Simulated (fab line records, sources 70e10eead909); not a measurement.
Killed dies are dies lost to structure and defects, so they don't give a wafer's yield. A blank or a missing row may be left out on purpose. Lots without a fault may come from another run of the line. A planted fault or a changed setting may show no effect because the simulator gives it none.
Chamber matching | flow nand_harc | NHARC_A_CONTACT_DEP_24 on pecvd-01: 3 sister chambers
The step deposits SiO2, target thk 500 nm. 6 wafers are shown with their chamber, then 7 later ones without.

WAFERS WITH THEIR CHAMBER
wafer  | chamber | heater_power_w (W) | throttle_valve_pct (%)
L631.4 | 1       | 924                | 16.6
L634.1 | 1       | 887                | 16.2
L634.2 | 0       | 385                | 16.4
L634.3 | 2       | 583                | 15.7
L632.2 | 0       | 475                | 16.5
L632.4 | 2       | 553                | 15.6

WAFERS WITHOUT THEIR CHAMBER
wafer  | heater_power_w (W) | throttle_valve_pct (%)
L632.6 | 504                | 16.4
L636.2 | 483                | 16.5
L636.4 | 857                | 16.3
L636.6 | 573                | 15.4
L633.2 | 609                | 15.6
L633.3 | 945                | 16.8
L633.6 | 467                | 15.7

WHICH CHAMBER EACH WENT THROUGH
wafer  | from the rows above     | in truth
L632.6 | 0                       | 0
L636.2 | 0                       | 0
L636.4 | 1                       | 1
L636.6 | 2                       | 2
L633.2 | 2                       | 2
L633.3 | 1                       | 1
L633.6 | can't be placed: 2 or 0 | 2
Placed correctly: 6 of 7. Can't be placed from these rows: 1 (the true chamber is among the candidates in 1). Placed wrongly: 0.
How it was worked out, from the rows above alone: a wafer's distance from a chamber is the root of the sum, over the readings, of the square of ((its reading less the chamber's mean) divided by the reading's scatter). The wafer belongs to the nearest chamber; if the next one is less than 2 further off, it can't be placed. A chamber's mean is the mean of its shown wafers. The scatter: the root of (the sum of the squares of (reading less its chamber's mean) over the shown wafers, divided by (wafers less chambers)).
